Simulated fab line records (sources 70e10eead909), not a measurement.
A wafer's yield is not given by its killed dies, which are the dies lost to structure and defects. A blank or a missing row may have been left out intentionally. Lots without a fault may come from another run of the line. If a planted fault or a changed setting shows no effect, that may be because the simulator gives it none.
fab line records / flow nandHarc
[record] lots = 6 wafers = 18 lastDay = 31
route steps=1302 shown A_DECK1_JOINT@544 A_ONON_D2@545 END@1302
lots untouched by any fault: they come from a run of this same line in which no faults occurred
startH: hours from the record's opening day to when the first of the lot's shown wafers began / waitH: hours since the lot's step before / " repeats the value in the row above / L1.1+2: several wafers, shown together as one row / - no value present, or no start provided / * or withheld: withheld / < > ~ a bound
route shown NAME@n: names a module that has steps shown in the file, with the first one's number in the route / usual: the fault-free wafers' mean and standard deviation / same: alike in all rows / chamber/n: place in a boat / sites: the reading at each site / _std_site: the values' standard deviation / _edge_site: the outer-site mean with the inner-site mean subtracted / radiusMm: for every site, how far away it sits from the centre of the wafer / mask NAME#n: copy n / behind: the most recent tool/chamber to have shaped the wafer / hold: why the lot went on hold/how many hours it stayed there/how the hold came to an end / device: whichever transistor did not switch (one of n, p or np) / end of line: the route-end tests of the same wafers / a step given without rows: its recipe and nothing more / killed: dies lost to structure and defects at the first sort, not the wafer's yield / map: dies across one wafer; x = killed, . = not, _ = none there
set.NAME: the setting as run; set.NAME@STEP: as run at that earlier step / model.NAME: the simulator's own value behind a step, which no gauge read
lots at some steps of the route; a table a step, a row a wafer
services: a tool's chamber out of use, with start hour (startH, from the record's first day; less than 0 if before it), hours out, and reason
[[steps]]
[step NHARC_A_DECK1_JOINT_INSPECT_05]
[usual] rawDefectCount = 365/150
lot.wafer=L567.1 tool=defectInspect-02 chamber=- startH=319.02 waitH=0.0 rawDefectCount=540
lot.wafer=L567.4 tool=defectInspect-02 chamber=- startH=319.02 waitH=0.0 rawDefectCount=358
lot.wafer=L567.6 tool=defectInspect-02 chamber=- startH=319.02 waitH=0.0 rawDefectCount=257
lot.wafer=L576.1 tool=defectInspect-02 chamber=- startH=377.90 waitH=0.0 rawDefectCount=629
lot.wafer=L576.3 tool=defectInspect-02 chamber=- startH=377.90 waitH=0.0 rawDefectCount=361
lot.wafer=L576.4 tool=defectInspect-02 chamber=- startH=377.90 waitH=0.0 rawDefectCount=302
lot.wafer=L575.1 tool=defectInspect-02 chamber=- startH=378.07 waitH=0.0 rawDefectCount=344
lot.wafer=L575.2 tool=defectInspect-02 chamber=- startH=378.07 waitH=0.0 rawDefectCount=254
lot.wafer=L575.6 tool=defectInspect-02 chamber=- startH=378.07 waitH=0.0 rawDefectCount=319
lot.wafer=L577.3 tool=defectInspect-01 chamber=- startH=399.57 waitH=0.0 rawDefectCount=199
lot.wafer=L577.5 tool=defectInspect-01 chamber=- startH=399.57 waitH=0.0 rawDefectCount=193
lot.wafer=L577.6 tool=defectInspect-01 chamber=- startH=399.57 waitH=0.0 rawDefectCount=304
lot.wafer=L582.3 tool=defectInspect-01 chamber=- startH=447.77 waitH=0.0 rawDefectCount=711
lot.wafer=L582.4 tool=defectInspect-01 chamber=- startH=447.77 waitH=0.0 rawDefectCount=454
lot.wafer=L582.6 tool=defectInspect-01 chamber=- startH=447.77 waitH=0.0 rawDefectCount=574
lot.wafer=L583.3 tool=defectInspect-02 chamber=- startH=462.16 waitH=0.0 rawDefectCount=275
lot.wafer=L583.4 tool=defectInspect-02 chamber=- startH=462.16 waitH=0.0 rawDefectCount=377
lot.wafer=L583.6 tool=defectInspect-02 chamber=- startH=462.16 waitH=0.0 rawDefectCount=285
[step NHARC_A_ONON_D2_DEP_00]
[recipe] targetThkA = 10000 n2FlowSccm = 2750 n2oFlowSccm = 2000 nh3FlowSccm = 500 sih4FlowSccm = 210 tempC = 400
[step NHARC_A_ONON_D2_THK_MEAS_02]
[recipe] thkMeasGauge = ellipsometry
[usual] thkNm = 998/9.1
lot.wafer=L567.1 tool=filmMetro-01 chamber=- startH=319.59 waitH=- thkNm=1005
lot.wafer=L567.4 tool=filmMetro-01 chamber=- startH=319.59 waitH=- thkNm=1005
lot.wafer=L567.6 tool=filmMetro-01 chamber=- startH=319.59 waitH=- thkNm=1006
lot.wafer=L576.1 tool=filmMetro-01 chamber=- startH=378.47 waitH=- thkNm=977
lot.wafer=L576.3 tool=filmMetro-01 chamber=- startH=378.47 waitH=- thkNm=975
lot.wafer=L576.4 tool=filmMetro-01 chamber=- startH=378.47 waitH=- thkNm=975
lot.wafer=L575.1 tool=filmMetro-01 chamber=- startH=378.93 waitH=- thkNm=979
lot.wafer=L575.2 tool=filmMetro-01 chamber=- startH=378.93 waitH=- thkNm=978
lot.wafer=L575.6 tool=filmMetro-01 chamber=- startH=378.93 waitH=- thkNm=978
lot.wafer=L577.3 tool=filmMetro-01 chamber=- startH=400.17 waitH=- thkNm=1008
lot.wafer=L577.5 tool=filmMetro-01 chamber=- startH=400.17 waitH=- thkNm=1010
lot.wafer=L577.6 tool=filmMetro-01 chamber=- startH=400.17 waitH=- thkNm=1012
lot.wafer=L582.3 tool=filmMetro-01 chamber=- startH=448.35 waitH=- thkNm=1000
lot.wafer=L582.4 tool=filmMetro-01 chamber=- startH=448.35 waitH=- thkNm=1001
lot.wafer=L582.6 tool=filmMetro-01 chamber=- startH=448.35 waitH=- thkNm=1000
lot.wafer=L583.3 tool=filmMetro-02 chamber=- startH=462.73 waitH=- thkNm=1010
lot.wafer=L583.4 tool=filmMetro-02 chamber=- startH=462.73 waitH=- thkNm=1010
lot.wafer=L583.6 tool=filmMetro-02 chamber=- startH=462.73 waitH=- thkNm=1010
[step NHARC_A_ONON_D2_DEP_03]
[recipe] targetThkA = 10000 n2FlowSccm = 2750 n2oFlowSccm = 2000 nh3FlowSccm = 500 sih4FlowSccm = 210 tempC = 400
[step NHARC_A_ONON_D2_THK_MEAS_05]
[recipe] thkMeasGauge = ellipsometry
[usual] thkNm = 1001/8.8
lot.wafer=L567.1 tool=filmMetro-01 chamber=- startH=320.15 waitH=- thkNm=994
lot.wafer=L567.4 tool=filmMetro-01 chamber=- startH=320.15 waitH=- thkNm=997
lot.wafer=L567.6 tool=filmMetro-01 chamber=- startH=320.15 waitH=- thkNm=996
lot.wafer=L576.1 tool=filmMetro-01 chamber=- startH=379.18 waitH=- thkNm=1002
lot.wafer=L576.3 tool=filmMetro-01 chamber=- startH=379.18 waitH=- thkNm=1003
lot.wafer=L576.4 tool=filmMetro-01 chamber=- startH=379.18 waitH=- thkNm=1000
lot.wafer=L575.1 tool=filmMetro-01 chamber=- startH=379.63 waitH=- thkNm=1010
lot.wafer=L575.2 tool=filmMetro-01 chamber=- startH=379.63 waitH=- thkNm=1009
lot.wafer=L575.6 tool=filmMetro-01 chamber=- startH=379.63 waitH=- thkNm=1010
lot.wafer=L577.3 tool=filmMetro-01 chamber=- startH=400.74 waitH=- thkNm=982
lot.wafer=L577.5 tool=filmMetro-01 chamber=- startH=400.74 waitH=- thkNm=983
lot.wafer=L577.6 tool=filmMetro-01 chamber=- startH=400.74 waitH=- thkNm=983
lot.wafer=L582.3 tool=filmMetro-01 chamber=- startH=448.92 waitH=- thkNm=1011
lot.wafer=L582.4 tool=filmMetro-01 chamber=- startH=448.92 waitH=- thkNm=1011
lot.wafer=L582.6 tool=filmMetro-01 chamber=- startH=448.92 waitH=- thkNm=1013
lot.wafer=L583.3 tool=filmMetro-01 chamber=- startH=463.30 waitH=- thkNm=1003
lot.wafer=L583.4 tool=filmMetro-01 chamber=- startH=463.30 waitH=- thkNm=1003
lot.wafer=L583.6 tool=filmMetro-01 chamber=- startH=463.30 waitH=- thkNm=1002
[step NHARC_A_ONON_D2_DEP_06]
[recipe] targetThkA = 10000 n2FlowSccm = 2750 n2oFlowSccm = 2000 nh3FlowSccm = 500 sih4FlowSccm = 210 tempC = 400
[step NHARC_A_ONON_D2_THK_MEAS_08]
[recipe] thkMeasGauge = ellipsometry
[usual] thkNm = 999/12
lot.wafer=L567.1 tool=filmMetro-01 chamber=- startH=320.73 waitH=- thkNm=981
lot.wafer=L567.4 tool=filmMetro-01 chamber=- startH=320.73 waitH=- thkNm=982
lot.wafer=L567.6 tool=filmMetro-01 chamber=- startH=320.73 waitH=- thkNm=980
lot.wafer=L576.1 tool=filmMetro-01 chamber=- startH=379.87 waitH=- thkNm=985
lot.wafer=L576.3 tool=filmMetro-01 chamber=- startH=379.87 waitH=- thkNm=985
lot.wafer=L576.4 tool=filmMetro-01 chamber=- startH=379.87 waitH=- thkNm=987
lot.wafer=L575.1 tool=filmMetro-01 chamber=- startH=380.32 waitH=- thkNm=1006
lot.wafer=L575.2 tool=filmMetro-01 chamber=- startH=380.32 waitH=- thkNm=1004
lot.wafer=L575.6 tool=filmMetro-01 chamber=- startH=380.32 waitH=- thkNm=1005
lot.wafer=L577.3 tool=filmMetro-02 chamber=- startH=401.30 waitH=- thkNm=983
lot.wafer=L577.5 tool=filmMetro-02 chamber=- startH=401.30 waitH=- thkNm=985
lot.wafer=L577.6 tool=filmMetro-02 chamber=- startH=401.30 waitH=- thkNm=986
lot.wafer=L582.3 tool=filmMetro-02 chamber=- startH=449.49 waitH=- thkNm=1011
lot.wafer=L582.4 tool=filmMetro-02 chamber=- startH=449.49 waitH=- thkNm=1011
lot.wafer=L582.6 tool=filmMetro-02 chamber=- startH=449.49 waitH=- thkNm=1012
lot.wafer=L583.3 tool=filmMetro-01 chamber=- startH=463.87 waitH=- thkNm=1006
lot.wafer=L583.4 tool=filmMetro-01 chamber=- startH=463.87 waitH=- thkNm=1005
lot.wafer=L583.6 tool=filmMetro-01 chamber=- startH=463.87 waitH=- thkNm=1007
[step NHARC_A_ONON_D2_DEP_09]
[recipe] targetThkA = 10000 n2FlowSccm = 2750 n2oFlowSccm = 2000 nh3FlowSccm = 500 sih4FlowSccm = 210 tempC = 400
[step NHARC_A_ONON_D2_THK_MEAS_11]
[recipe] thkMeasGauge = ellipsometry
[usual] thkNm = 1002/11
lot.wafer=L567.1 tool=filmMetro-02 chamber=- startH=321.29 waitH=- thkNm=1011
lot.wafer=L567.4 tool=filmMetro-02 chamber=- startH=321.29 waitH=- thkNm=1009
lot.wafer=L567.6 tool=filmMetro-02 chamber=- startH=321.29 waitH=- thkNm=1010
lot.wafer=L576.1 tool=filmMetro-01 chamber=- startH=380.58 waitH=- thkNm=990
lot.wafer=L576.3 tool=filmMetro-01 chamber=- startH=380.58 waitH=- thkNm=989
lot.wafer=L576.4 tool=filmMetro-01 chamber=- startH=380.58 waitH=- thkNm=988
lot.wafer=L575.1 tool=filmMetro-01 chamber=- startH=380.93 waitH=- thkNm=1011
lot.wafer=L575.2 tool=filmMetro-01 chamber=- startH=380.93 waitH=- thkNm=1014
lot.wafer=L575.6 tool=filmMetro-01 chamber=- startH=380.93 waitH=- thkNm=1013
lot.wafer=L577.3 tool=filmMetro-02 chamber=- startH=401.87 waitH=- thkNm=1012
lot.wafer=L577.5 tool=filmMetro-02 chamber=- startH=401.87 waitH=- thkNm=1011
lot.wafer=L577.6 tool=filmMetro-02 chamber=- startH=401.87 waitH=- thkNm=1013
lot.wafer=L582.3 tool=filmMetro-02 chamber=- startH=450.06 waitH=- thkNm=985
lot.wafer=L582.4 tool=filmMetro-02 chamber=- startH=450.06 waitH=- thkNm=986
lot.wafer=L582.6 tool=filmMetro-02 chamber=- startH=450.06 waitH=- thkNm=985
lot.wafer=L583.3 tool=filmMetro-02 chamber=- startH=464.43 waitH=- thkNm=1000
lot.wafer=L583.4 tool=filmMetro-02 chamber=- startH=464.43 waitH=- thkNm=1001
lot.wafer=L583.6 tool=filmMetro-02 chamber=- startH=464.43 waitH=- thkNm=1000
[step NHARC_A_ONON_D2_DEP_12]
[recipe] targetThkA = 10000 n2FlowSccm = 2750 n2oFlowSccm = 2000 nh3FlowSccm = 500 sih4FlowSccm = 210 tempC = 400
[step NHARC_A_ONON_D2_THK_MEAS_14]
[recipe] thkMeasGauge = ellipsometry
[usual] thkNm = 1000/9.2
lot.wafer=L567.1 tool=filmMetro-02 chamber=- startH=321.86 waitH=- thkNm=1003
lot.wafer=L567.4 tool=filmMetro-02 chamber=- startH=321.86 waitH=- thkNm=1003
lot.wafer=L567.6 tool=filmMetro-02 chamber=- startH=321.86 waitH=- thkNm=1004
lot.wafer=L576.1 tool=filmMetro-01 chamber=- startH=381.14 waitH=- thkNm=993
lot.wafer=L576.3 tool=filmMetro-01 chamber=- startH=381.14 waitH=- thkNm=994
lot.wafer=L576.4 tool=filmMetro-01 chamber=- startH=381.14 waitH=- thkNm=996
lot.wafer=L575.1 tool=filmMetro-01 chamber=- startH=381.50 waitH=- thkNm=1018
lot.wafer=L575.2 tool=filmMetro-01 chamber=- startH=381.50 waitH=- thkNm=1016
lot.wafer=L575.6 tool=filmMetro-01 chamber=- startH=381.50 waitH=- thkNm=1015
lot.wafer=L577.3 tool=filmMetro-02 chamber=- startH=402.44 waitH=- thkNm=1008
lot.wafer=L577.5 tool=filmMetro-02 chamber=- startH=402.44 waitH=- thkNm=1010
lot.wafer=L577.6 tool=filmMetro-02 chamber=- startH=402.44 waitH=- thkNm=1010
lot.wafer=L582.3 tool=filmMetro-02 chamber=- startH=450.63 waitH=- thkNm=1005
lot.wafer=L582.4 tool=filmMetro-02 chamber=- startH=450.63 waitH=- thkNm=1005
lot.wafer=L582.6 tool=filmMetro-02 chamber=- startH=450.63 waitH=- thkNm=1005
lot.wafer=L583.3 tool=filmMetro-01 chamber=- startH=465.00 waitH=- thkNm=996
lot.wafer=L583.4 tool=filmMetro-01 chamber=- startH=465.00 waitH=- thkNm=996
lot.wafer=L583.6 tool=filmMetro-01 chamber=- startH=465.00 waitH=- thkNm=996
[step NHARC_A_ONON_D2_ANNEAL_15]
[recipe] tempC = 750 timeS = 3600
[step NHARC_A_ONON_D2_DEP_16]
[recipe] targetThkA = 10000 n2FlowSccm = 2750 n2oFlowSccm = 2000 nh3FlowSccm = 500 sih4FlowSccm = 210 tempC = 400
[usual] sih4FlowSccm = 210.1/0.6
lot.wafer=L567.1 tool=pecvdOnon-01 chamber=0 startH=326.76 waitH=0.4 sih4FlowSccm=210.8
lot.wafer=L567.4 tool=pecvdOnon-01 chamber=0 startH=326.76 waitH=0.4 sih4FlowSccm=209.2
lot.wafer=L567.6 tool=pecvdOnon-01 chamber=0 startH=326.76 waitH=0.4 sih4FlowSccm=210.7
lot.wafer=L576.1 tool=pecvdOnon-01 chamber=0 startH=385.14 waitH=0.4 sih4FlowSccm=210.7
lot.wafer=L576.3 tool=pecvdOnon-01 chamber=0 startH=385.14 waitH=0.4 sih4FlowSccm=209.9
lot.wafer=L576.4 tool=pecvdOnon-01 chamber=0 startH=385.14 waitH=0.4 sih4FlowSccm=210.3
lot.wafer=L575.1 tool=pecvdOnon-04 chamber=0 startH=389.48 waitH=0.4 sih4FlowSccm=209.8
lot.wafer=L575.2 tool=pecvdOnon-04 chamber=0 startH=389.48 waitH=0.4 sih4FlowSccm=210.4
lot.wafer=L575.6 tool=pecvdOnon-04 chamber=0 startH=389.48 waitH=0.4 sih4FlowSccm=211.2
lot.wafer=L577.3 tool=pecvdOnon-04 chamber=0 startH=410.08 waitH=0.5 sih4FlowSccm=209.4
lot.wafer=L577.5 tool=pecvdOnon-04 chamber=0 startH=410.08 waitH=0.5 sih4FlowSccm=209.6
lot.wafer=L577.6 tool=pecvdOnon-04 chamber=0 startH=410.08 waitH=0.5 sih4FlowSccm=210.3
lot.wafer=L582.3 tool=pecvdOnon-02 chamber=0 startH=458.17 waitH=0.5 sih4FlowSccm=210.1
lot.wafer=L582.4 tool=pecvdOnon-02 chamber=0 startH=458.17 waitH=0.5 sih4FlowSccm=211.1
lot.wafer=L582.6 tool=pecvdOnon-02 chamber=0 startH=458.17 waitH=0.5 sih4FlowSccm=210.0
lot.wafer=L583.3 tool=pecvdOnon-04 chamber=0 startH=472.17 waitH=0.5 sih4FlowSccm=210.0
lot.wafer=L583.4 tool=pecvdOnon-04 chamber=0 startH=472.17 waitH=0.5 sih4FlowSccm=210.3
lot.wafer=L583.6 tool=pecvdOnon-04 chamber=0 startH=472.17 waitH=0.5 sih4FlowSccm=209.5
[step NHARC_A_ONON_D2_THK_MEAS_18]
[recipe] thkMeasGauge = ellipsometry
[usual] thkNm = 1001/8.4
lot.wafer=L567.1 tool=filmMetro-02 chamber=- startH=327.27 waitH=- thkNm=992
lot.wafer=L567.4 tool=filmMetro-02 chamber=- startH=327.27 waitH=- thkNm=991
lot.wafer=L567.6 tool=filmMetro-02 chamber=- startH=327.27 waitH=- thkNm=992
lot.wafer=L576.1 tool=filmMetro-01 chamber=- startH=385.66 waitH=- thkNm=993
lot.wafer=L576.3 tool=filmMetro-01 chamber=- startH=385.66 waitH=- thkNm=994
lot.wafer=L576.4 tool=filmMetro-01 chamber=- startH=385.66 waitH=- thkNm=994
lot.wafer=L575.1 tool=filmMetro-02 chamber=- startH=389.99 waitH=- thkNm=965
lot.wafer=L575.2 tool=filmMetro-02 chamber=- startH=389.99 waitH=- thkNm=1008
lot.wafer=L575.6 tool=filmMetro-02 chamber=- startH=389.99 waitH=- thkNm=1009
lot.wafer=L577.3 tool=filmMetro-02 chamber=- startH=410.48 waitH=- thkNm=957
lot.wafer=L577.5 tool=filmMetro-02 chamber=- startH=410.48 waitH=- thkNm=956
lot.wafer=L577.6 tool=filmMetro-02 chamber=- startH=410.48 waitH=- thkNm=1001
lot.wafer=L582.3 tool=filmMetro-01 chamber=- startH=458.57 waitH=- thkNm=999
lot.wafer=L582.4 tool=filmMetro-01 chamber=- startH=458.57 waitH=- thkNm=1000
lot.wafer=L582.6 tool=filmMetro-01 chamber=- startH=458.57 waitH=- thkNm=999
lot.wafer=L583.3 tool=filmMetro-01 chamber=- startH=472.57 waitH=- thkNm=998
lot.wafer=L583.4 tool=filmMetro-01 chamber=- startH=472.57 waitH=- thkNm=999
lot.wafer=L583.6 tool=filmMetro-01 chamber=- startH=472.57 waitH=- thkNm=999
[step NHARC_A_ONON_D2_DEP_19]
[recipe] targetThkA = 10000 n2FlowSccm = 2750 n2oFlowSccm = 2000 nh3FlowSccm = 500 sih4FlowSccm = 210 tempC = 400
[step NHARC_END_SORT_01]
[recipe] tempC = 25
[usual] killedAtArray = 55/19 killedAtOther = 0.9/1.4 killedAtPeriphery = 3.8/2.9 killedDies = 60/19 killedOpen = 3.3/1.8 killedShort = 2.6/1.6
[same] grossDies = 677
lot.wafer=L575.1 tool=prober-02 chamber=0 startH=687.42 waitH=2.5 killedAtArray=672 killedAtOther=1 killedAtPeriphery=4 killedDies=677 killedOpen=5 killedShort=3
lot.wafer=L577.3 tool=prober-02 chamber=0 startH=699.96 waitH=3.1 killedAtArray=675 killedAtOther=0 killedAtPeriphery=2 killedDies=677 killedOpen=3 killedShort=6
lot.wafer=L577.5 tool=prober-02 chamber=0 startH=701.53 waitH=3.6 killedAtArray=675 killedAtOther=0 killedAtPeriphery=2 killedDies=677 killedOpen=2 killedShort=1
lot.wafer=L577.6 tool=prober-02 chamber=0 startH=702.32 waitH=3.9 killedAtArray=53 killedAtOther=2 killedAtPeriphery=2 killedDies=57 killedOpen=3 killedShort=1
// killed by level:class
L575.1 A_ONON_D2:areaDep=599 A_CHANNEL_HOLE_D1:chamberFilmFlake=29 A_SLIT:chamberFilmFlake=24 A_WL_FILL:chamberFilmFlake=5 P_GATE:chamberFilmFlake=3 A_ONON_D1:geometricParticle:open=2 A_BLC:geometricParticle:open=2 A_STAIRCASE:chamberFilmFlake=2
L577.3 A_ONON_D2:areaDep=641 A_SLIT:chamberFilmFlake=14 A_CHANNEL_HOLE_D2:chamberFilmFlake=5 A_CHANNEL_HOLE_D1:chamberFilmFlake=4 P_CONTACT:geometricParticle:short=1 A_ONON_D1:geometricParticle:short=1 A_CHANNEL_FILL_D1:geometricParticle:short=1 A_CHANNEL_FILL_D2:geometricParticle:short=1
L577.5 A_ONON_D2:areaDep=633 A_SLIT:chamberFilmFlake=19 A_CHANNEL_HOLE_D2:chamberFilmFlake=11 A_CHANNEL_HOLE_D1:chamberFilmFlake=7 P_M0:geometricParticle:open=1 A_ONON_D1:geometricParticle:short=1 A_CHANNEL_FILL_D1:geometricParticle:open=1 P_GATE:chamberFilmFlake=1
L577.6 A_SLIT:chamberFilmFlake=26 A_CHANNEL_HOLE_D2:chamberFilmFlake=14 A_CHANNEL_HOLE_D1:chamberFilmFlake=7 A_CONTACT:chamberFilmFlake=2 A_STAIRCASE:chamberFilmFlake=2 THIN_TSV:chamberFilmFlake=2 P_GATE:geometricParticle:open=1 P_CONTACT:geometricParticle:open=1
// map L575.1 (x killed, . not)
____________x____________
_________xxxxxxx_________
_______xxxxxxxxxxx_______
______xxxxxxxxxxxxx______
_____xxxxxxxxxxxxxxx_____
____xxxxxxxxxxxxxxxxx____
____xxxxxxxxxxxxxxxxx____
___xxxxxxxxxxxxxxxxxxx___
___xxxxxxxxxxxxxxxxxxx___
__xxxxxxxxxxxxxxxxxxxxx__
__xxxxxxxxxxxxxxxxxxxxx__
_xxxxxxxxxxxxxxxxxxxxxxx_
_xxxxxxxxxxxxxxxxxxxxxxx_
_xxxxxxxxxxxxxxxxxxxxxxx_
_xxxxxxxxxxxxxxxxxxxxxxx_
_xxxxxxxxxxxxxxxxxxxxxxx_
xxxxxxxxxxxxxxxxxxxxxxxxx
xxxxxxxxxxxxxxxxxxxxxxxxx
xxxxxxxxxxxxxxxxxxxxxxxxx
xxxxxxxxxxxxxxxxxxxxxxxxx
xxxxxxxxxxxxxxxxxxxxxxxxx
_xxxxxxxxxxxxxxxxxxxxxxx_
_xxxxxxxxxxxxxxxxxxxxxxx_
_xxxxxxxxxxxxxxxxxxxxxxx_
_xxxxxxxxxxxxxxxxxxxxxxx_
_xxxxxxxxxxxxxxxxxxxxxxx_
__xxxxxxxxxxxxxxxxxxxxx__
__xxxxxxxxxxxxxxxxxxxxx__
___xxxxxxxxxxxxxxxxxxx___
___xxxxxxxxxxxxxxxxxxx___
____xxxxxxxxxxxxxxxxx____
____xxxxxxxxxxxxxxxxx____
_____xxxxxxxxxxxxxxx_____
______xxxxxxxxxxxxx______
_______xxxxxxxxxxx_______
_________xxxxxxx_________
____________x____________
// map L577.3 (x killed, . not)
____________x____________
_________xxxxxxx_________
_______xxxxxxxxxxx_______
______xxxxxxxxxxxxx______
_____xxxxxxxxxxxxxxx_____
____xxxxxxxxxxxxxxxxx____
____xxxxxxxxxxxxxxxxx____
___xxxxxxxxxxxxxxxxxxx___
___xxxxxxxxxxxxxxxxxxx___
__xxxxxxxxxxxxxxxxxxxxx__
__xxxxxxxxxxxxxxxxxxxxx__
_xxxxxxxxxxxxxxxxxxxxxxx_
_xxxxxxxxxxxxxxxxxxxxxxx_
_xxxxxxxxxxxxxxxxxxxxxxx_
_xxxxxxxxxxxxxxxxxxxxxxx_
_xxxxxxxxxxxxxxxxxxxxxxx_
xxxxxxxxxxxxxxxxxxxxxxxxx
xxxxxxxxxxxxxxxxxxxxxxxxx
xxxxxxxxxxxxxxxxxxxxxxxxx
xxxxxxxxxxxxxxxxxxxxxxxxx
xxxxxxxxxxxxxxxxxxxxxxxxx
_xxxxxxxxxxxxxxxxxxxxxxx_
_xxxxxxxxxxxxxxxxxxxxxxx_
_xxxxxxxxxxxxxxxxxxxxxxx_
_xxxxxxxxxxxxxxxxxxxxxxx_
_xxxxxxxxxxxxxxxxxxxxxxx_
__xxxxxxxxxxxxxxxxxxxxx__
__xxxxxxxxxxxxxxxxxxxxx__
___xxxxxxxxxxxxxxxxxxx___
___xxxxxxxxxxxxxxxxxxx___
____xxxxxxxxxxxxxxxxx____
____xxxxxxxxxxxxxxxxx____
_____xxxxxxxxxxxxxxx_____
______xxxxxxxxxxxxx______
_______xxxxxxxxxxx_______
_________xxxxxxx_________
____________x____________
[[services]]
tool=pecvdOnon-04 chamber=- startH=312.91 hours=13.0 kind=pm
tool=pecvdOnon-02 chamber=- startH=366.78 hours=13.0 kind=pm
tool=pecvdOnon-01 chamber=- startH=450.40 hours=13.0 kind=pm
[[key]]
[firstSign] step = NHARC_A_ONON_D2_THK_MEAS_18 reading = thkNm direction = down sigmas = 5 usual = 1001 struck = 959
[effect] step = NHARC_END_SORT_01 reading = killedDies direction = up sigmas = 33 usual = 60 struck = 677
[moreKillsBornAt] NHARC_A_ONON_D2_DEP_16@pecvdOnon-04 = 1873
metAt NHARC_A_ONON_D2_DEP_16
struckWafers L575.1,L577.3,L577.5
laterRowsLeftOut L575.1,L577.3,L577.5
testerLeftOut L575,L577
[fault] kind = processParameterDrift tool = pecvdOnon-04 chamber = - onsetH = 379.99 steps = NHARC_A_ONON_D2_DEP_16 channel = targetThkA offset = * shape = step endH = 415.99 scope = struckWafersOnly actsIn = * stated = *
// testerLeftOut: of these lots the tester's yield and bins aren't shown, on N5 and GAA mostly nor the transistor test; their killed dies are dies lost to structure and defects alone, not to doping, threshold or leakage, so they don't give the yield
// laterRowsLeftOut: the simulator's readings of these wafers behind a module that went badly wrong aren't trusted and aren't shown, but for the sort
